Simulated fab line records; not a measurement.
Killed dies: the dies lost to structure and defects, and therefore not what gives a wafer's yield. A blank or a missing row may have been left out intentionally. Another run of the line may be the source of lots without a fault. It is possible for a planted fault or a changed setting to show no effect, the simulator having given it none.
fab line records    flow n5Finfet
[record] lots = 10  wafers = 29  lastDay = 18
route steps=1938 shown BEOL_M4@1036
lots with no fault: from the same line, run without faults
startH: hours from the record's opening day to when the first of the lot's shown wafers began    waitH: time in hours since the lot's previous step    " identical to the entry in the row above    L1.1+2: a row that stands for several wafers    - no value, or no start was given    * or withheld: withheld    < > ~ a bound
route shown NAME@n: names a module that has steps shown in the file, with the first one's number in the route    usual: mean and standard deviation over wafers with no fault    same: alike in all rows    chamber/n: place in a boat    sites: the reading at each site    _std_site: their standard deviation    _edge_site: the outer-site mean with the inner-site mean subtracted    radiusMm: how far each site lies from the wafer's centre    mask NAME#n: copy n    behind: the tool/chamber that last shaped the wafer    hold: the reason the lot was held/the length of the hold in hours/how it ended    device: the n, p or np transistor that did not switch    end of line: at the end of the route, the tests of the same wafers    a step without rows: its recipe alone    killed: dies lost to structure and defects at the first sort, not the wafer's yield    map: shows each die of a wafer: x if killed, . if not, _ if none is there
set.NAME: the setting that was run; set.NAME@STEP: the one run at that earlier step    model.NAME: the simulator's own value behind a step, which no gauge read
one table for each step of the route and one row for each wafer, over a sample of lots
services: a tool's chamber out of use, with start hour (startH, from the record's first day; less than 0 if before it), hours out, and reason
[[steps]]
[step N5_BEOL_M4_INSPECT_13]
[recipe] mode = adi  inspectInstrument = brightfield
[usual] rawDefectCount = 409/85
lot.wafer  tool              chamber  startH  waitH  rawDefectCount
L957.1     defectInspect-01  -        177.37  0.1    258
L957.3     "                 -        "       "      381
L957.5     "                 -        "       "      337
L959.3     defectInspect-02  -        199.72  0.0    310
L959.4     "                 -        "       "      352
L959.6     "                 -        "       "      319
L961.1     defectInspect-01  -        205.15  0.1    390
L961.4     "                 -        "       "      386
L961.6     "                 -        "       "      521
L966.1     defectInspect-02  -        229.97  0.1    375
L966.4     "                 -        "       "      288
L966.6     "                 -        "       "      299
L969.1     defectInspect-01  -        250.63  0.1    334
L969.3     "                 -        "       "      476
L969.5     "                 -        "       "      466
L974.1     defectInspect-01  -        276.43  0.1    482
L974.2     "                 -        "       "      442
L974.3     "                 -        "       "      396
L978.3     defectInspect-01  -        296.02  0.0    384
L978.5     "                 -        "       "      326
L978.6     "                 -        "       "      349
L976.3     defectInspect-02  -        297.17  0.0    497
L976.4     "                 -        "       "      472
L976.6     "                 -        "       "      615
L977.2     defectInspect-01  -        297.80  0.0    346
L977.5     "                 -        "       "      410
L977.6     "                 -        "       "      315
L979.2     defectInspect-01  -        306.27  0.0    410
L979.5     "                 -        "       "      292
[step N5_BEOL_M4_COAT_22]
[recipe] resist = CAR-EUV  spinRpm = 1500  resistThkNm = 30
[usual] spinSpeedRpm = 1500.2/0.81
lot.wafer  tool           chamber  startH  waitH  spinSpeedRpm
L957.1     lithoTrack-04  0        178.02  -      1500.2
L957.3     "              0        "       "      1500.9
L957.5     "              0        "       "      1500.4
L959.3     lithoTrack-05  0        200.23  -      1501.2
L959.4     "              0        "       "      1499.9
L959.6     "              0        "       "      1500.0
L961.1     lithoTrack-04  0        205.85  -      1501.6
L961.4     "              0        "       "      1501.0
L961.6     "              0        "       "      1501.3
L966.1     lithoTrack-04  0        230.55  -      1451.7
L966.4     "              0        "       "      1449.5
L966.6     "              0        "       "      1449.8
L969.1     lithoTrack-04  0        251.16  -      1449.2
L969.3     "              0        "       "      1450.9
L969.5     "              0        "       "      1450.7
L974.1     lithoTrack-05  0        277.34  -      1500.5
L974.2     "              0        "       "      1501.4
L974.3     "              0        "       "      1499.1
L978.3     lithoTrack-05  0        296.53  -      1498.8
L978.5     "              0        "       "      1500.6
L978.6     "              0        "       "      1500.7
L976.3     lithoTrack-01  0        297.68  -      1500.9
L976.4     "              0        "       "      1499.2
L976.6     "              0        "       "      1499.5
L977.2     lithoTrack-01  0        298.35  -      1501.4
L977.5     "              0        "       "      1502.2
L977.6     "              0        "       "      1499.2
L979.2     lithoTrack-05  0        306.91  -      1500.1
L979.5     "              0        "       "      1500.6
[step N5_BEOL_M4_CD_MEAS_28]
[recipe] targetCdNm = 26.2  landingEnergyEv = 500  detector = seInlens  targetCdYNm = 24.1  polarity = opening
[usual] cdNm = 26.10/0.25
lot.wafer  tool      chamber  startH  waitH  cdNm
L957.1     cdSem-03  0        178.30  -      26.38
L957.3     "         0        "       "      26.19
L957.5     "         0        "       "      26.21
L959.3     cdSem-01  0        200.64  -      25.92
L959.4     "         0        "       "      26.42
L959.6     "         0        "       "      26.08
L961.1     cdSem-01  0        206.25  -      26.20
L961.4     "         0        "       "      26.01
L961.6     "         0        "       "      25.85
L966.1     cdSem-01  0        230.83  -      25.76
L966.4     "         0        "       "      26.19
L966.6     "         0        "       "      25.70
L969.1     cdSem-01  0        251.59  -      25.95
L969.3     "         0        "       "      26.16
L969.5     "         0        "       "      26.31
L974.1     cdSem-02  0        277.62  -      26.13
L974.2     "         0        "       "      26.00
L974.3     "         0        "       "      25.82
L978.3     cdSem-03  0        296.81  -      26.17
L978.5     "         0        "       "      26.32
L978.6     "         0        "       "      26.17
L976.3     cdSem-03  0        297.96  -      26.01
L976.4     "         0        "       "      25.73
L976.6     "         0        "       "      26.09
L977.2     cdSem-01  0        298.75  -      26.14
L977.5     "         0        "       "      26.04
L977.6     "         0        "       "      26.17
L979.2     cdSem-02  0        307.19  -      26.15
L979.5     "         0        "       "      26.18
[step N5_BEOL_M4_ETCH_69]
[recipe] chemistry = CF4  target = SiARC  targetDepthA = 156  maskMaterial = CAR-EUV  timeS = 26  ionEnergyEv = 80  pressureMtorr = 40  sourceW = 545  biasW = 36  Ar_flow_sccm = 100  cf4FlowSccm = 100  ends = cleared
[usual] cf4FlowSccm = 100.0/0.33  drypumpMotorCurrentA = 5.8/0.44  etchRfOnTimeS = 26.3/0.85  oesProductAu = 0.65/0.074  rfVppV = 184.1/1.2  showerheadPlenumPTorr = 2.14/0.066  throttleValvePct = 15.72/0.29
lot.wafer  tool        chamber  startH  waitH  cf4FlowSccm  drypumpMotorCurrentA  etchRfOnTimeS  oesProductAu  rfHoursCounterH  rfVppV  showerheadPlenumPTorr  throttleValvePct
L957.1     rieDiel-01  3        178.47  0.0    99.8         5.7                   26.0           0.64          172              184.8   2.12                   15.60
L957.3     "           0        "       "      99.4         6.2                   26.0           0.59          240              182.3   2.04                   16.07
L957.5     "           3        "       "      99.1         5.7                   25.9           0.64          -                184.6   2.12                   15.58
L959.3     rieDiel-05  2        200.81  0.0    100.2        5.9                   25.7           0.61          211              185.1   2.11                   15.71
L959.4     "           3        "       "      99.7         5.7                   27.0           0.57          235              185.3   2.21                   15.69
L959.6     "           2        "       "      99.4         5.9                   25.6           0.61          -                183.6   2.11                   15.68
L961.1     rieDiel-02  3        206.44  0.0    100.0        5.9                   25.3           0.77          38               182.6   2.10                   15.60
L961.4     "           1        "       "      100.1        5.9                   26.9           0.62          -                181.6   2.04                   15.52
L961.6     "           0        "       "      100.1        5.3                   25.5           0.63          -                183.1   2.13                   15.99
L966.1     rieDiel-01  3        231.06  0.0    99.8         5.7                   26.1           0.63          191              185.3   2.11                   15.64
L966.4     "           2        "       "      100.2        5.7                   26.2           0.63          200              185.6   2.20                   16.03
L966.6     "           3        "       "      100.4        5.7                   26.0           0.63          -                183.8   2.11                   15.63
L969.1     rieDiel-01  2        252.30  0.0    100.1        5.7                   26.1           0.63          207              184.4   2.20                   16.03
L969.3     "           3        "       "      100.0        5.8                   26.2           0.62          198              183.6   2.11                   15.64
L969.5     "           1        "       "      99.4         6.6                   25.0           0.77          -                183.7   2.17                   15.01
L974.1     rieDiel-02  0        277.88  0.0    100.0        5.3                   26.0           0.60          232              183.3   2.12                   16.04
L974.2     "           2        "       "      99.8         5.7                   27.8           0.64          128              186.1   2.16                   15.78
L974.3     "           1        "       "      99.7         5.9                   27.4           0.59          183              183.2   2.03                   15.60
L978.3     rieDiel-02  3        296.98  0.0    100.6        5.9                   25.5           0.74          59               183.8   2.09                   15.63
L978.5     "           2        "       "      99.3         5.7                   27.5           0.63          -                183.3   2.16                   15.80
L978.6     "           1        "       "      99.8         5.8                   26.9           0.59          -                182.4   2.03                   15.60
L976.3     rieDiel-05  2        298.33  0.0    99.6         5.9                   25.5           0.59          245              185.6   2.10                   15.75
L976.4     "           3        "       "      100.1        5.6                   26.6           0.79          -                185.3   2.20                   15.26
L976.6     "           0        "       "      100.3        6.3                   27.4           0.60          -                182.7   2.07                   15.92
L977.2     rieDiel-02  3        298.92  0.0    100.4        5.9                   25.2           0.74          59               183.6   2.09                   15.64
L977.5     "           0        "       "      99.6         5.3                   25.9           0.60          -                185.8   2.12                   16.09
L977.6     "           1        "       "      100.0        5.8                   26.8           0.59          -                184.0   2.03                   15.63
L979.2     rieDiel-01  0        307.39  0.0    100.2        6.2                   24.8           0.78          36               185.2   2.27                   15.69
L979.5     "           3        "       "      100.0        5.7                   25.7           0.62          -                183.4   2.10                   15.67
[step N5_BEOL_M4_RC_MEAS_101]
[usual] DIBL_N = 36.0/2.5  DIBL_P = 36.2/3  IOFF_N = 0.16/0.044  IOFF_P = 0.21/0.049  ION_N = 671/15  ION_P = 461/8.7  SS_N = 71.5/0.72  SS_P = 73.4/0.9  VT_N = 251/4.4  VT_P = -250/4
lot.wafer  tool       chamber  startH  waitH  DIBL_N[mV/V]  DIBL_P[mV/V]  IOFF_N[nA/um]  IOFF_P[nA/um]  ION_N[uA/um]  ION_P[uA/um]  SS_N[mV/dec]  SS_P[mV/dec]  VT_N[mV]  VT_P[mV]
L957.1     prober-02  0        189.25  0.6    34.6          36.4          0.13           0.19           652           449           71.9          73.2          254       -252
L957.3     "          0        "       "      33.6          35.3          0.13           0.17           660           452           71.7          73.2          253       -253
L957.5     "          0        "       "      33.5          35.5          0.13           0.18           652           447           72.0          73.0          254       -255
L959.3     prober-02  0        206.96  0.3    32.7          34.3          0.12           0.18           656           455           70.9          72.2          252       -249
L959.4     "          0        "       "      37.3          40.0          0.20           0.24           677           459           72.3          74.3          247       -249
L959.6     "          0        "       "      35.7          38.5          0.16           0.24           663           461           71.7          74.3          253       -247
L961.1     prober-02  0        215.26  0.0    41.4          41.8          0.26           0.29           697           466           72.5          75.0          245       -246
L961.4     "          0        "       "      38.8          39.1          0.19           0.24           673           457           73.0          74.2          247       -249
L961.6     "          0        "       "      39.2          39.7          0.20           0.24           690           468           72.9          75.1          248       -251
L966.1     prober-02  0        244.31  0.0    35.8          35.0          0.13           0.19           662           459           71.5          73.2          253       -253
L966.4     "          0        "       "      38.2          37.5          0.17           0.22           672           463           72.1          73.5          249       -247
L966.6     "          0        "       "      35.3          33.7          0.13           0.18           662           464           71.2          72.7          252       -252
L969.1     prober-01  0        258.40  0.0    36.0          36.7          0.15           0.22           671           461           71.7          73.2          252       -247
L969.3     "          0        "       "      36.6          38.2          0.17           0.24           686           471           71.6          74.0          250       -244
L969.5     "          0        "       "      35.9          35.8          0.15           0.19           658           450           72.3          73.3          254       -253
L974.1     prober-01  0        285.81  0.0    35.9          37.7          0.18           0.26           676           469           71.0          73.7          248       -244
L974.2     "          0        "       "      34.4          35.8          0.14           0.22           655           460           70.9          73.8          255       -248
L974.3     "          0        "       "      36.0          37.3          0.18           0.24           677           469           72.3          73.8          248       -247
L976.3     prober-02  0        306.95  0.3    36.2          37.6          0.16           0.25           674           477           71.6          73.7          250       -247
L976.4     "          0        "       "      33.7          33.4          0.11           0.17           657           453           71.6          72.2          256       -254
L976.6     "          0        "       "      39.4          39.8          0.22           0.28           694           471           73.2          73.9          243       -246
L978.3     prober-01  0        308.65  0.3    40.1          40.6          0.25           0.31           689           470           73.0          74.3          245       -242
L978.5     "          0        "       "      36.2          35.1          0.13           0.19           651           453           71.1          73.0          255       -252
L978.6     "          0        "       "      37.9          37.6          0.19           0.25           675           463           71.8          73.6          246       -246
L977.2     prober-01  0        309.42  0.6    36.4          36.3          0.17           0.25           678           473           72.1          73.6          251       -248
L977.5     "          0        "       "      39.7          40.5          0.26           0.34           698           475           72.2          74.3          242       -244
L977.6     "          0        "       "      34.3          32.5          0.13           0.18           672           460           70.5          72.5          251       -249
L979.2     prober-02  0        318.85  0.2    37.1          38.2          0.17           0.21           685           470           71.1          74.5          253       -253
L979.5     "          0        "       "      34.0          34.5          0.12           0.16           675           460           70.8          73.5          252       -258
[[services]]
tool           chamber  startH  hours  kind
rieDiel-01     1        177.02  -      clean
rieDiel-01     1        177.02  -      consumableReplace:esc
rieDiel-01     1        177.02  -      consumableReplace:focusRing
rieDiel-02     -        195.71  3.6    repair
rieDiel-01     0        199.26  -      clean
rieDiel-01     0        199.26  -      consumableReplace:focusRing
rieDiel-01     0        199.26  -      consumableReplace:showerhead
rieDiel-01     0        199.26  18.1   scheduledDown
rieDiel-01     0        199.26  18.1   ventCycle
rieDiel-05     0        203.48  8.1    repair
rieDiel-02     2        205.00  27.5   repair
lithoTrack-01  -        220.33  -      consumableReplace:filter
rieDiel-02     0        226.35  10.5   repair
rieDiel-02     3        241.86  46.0   repair
rieDiel-05     3        243.39  -      clean
rieDiel-05     3        243.39  -      consumableReplace:focusRing
rieDiel-05     3        243.39  13.8   scheduledDown
rieDiel-05     3        243.39  13.8   ventCycle
rieDiel-05     -        266.00  4.0    pm
rieDiel-05     1        297.00  -      clean
rieDiel-05     1        297.00  -      consumableReplace:focusRing
rieDiel-05     1        297.00  35.3   scheduledDown
rieDiel-05     1        297.00  35.3   ventCycle
[[key]]
[firstSign] step = N5_BEOL_M4_COAT_22  reading = spinSpeedRpm  direction = down  sigmas = 61  usual = *  struck = *
effect none on later readings
metAt N5_BEOL_M4_COAT_22
struckLots L966,L969
notActingAt N5_BEOL_M4_INSPECT_13,N5_BEOL_M4_CD_MEAS_28,N5_BEOL_M4_ETCH_69
onsetBetween 205.85 230.55
[fault] kind = processParameterDrift  tool = lithoTrack-04  chamber = -  onsetH = 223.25  steps = N5_BEOL_M4_COAT_22  channel = spinRpm  offset = *  shape = step  endH = 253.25  actsIn = *  stated = *
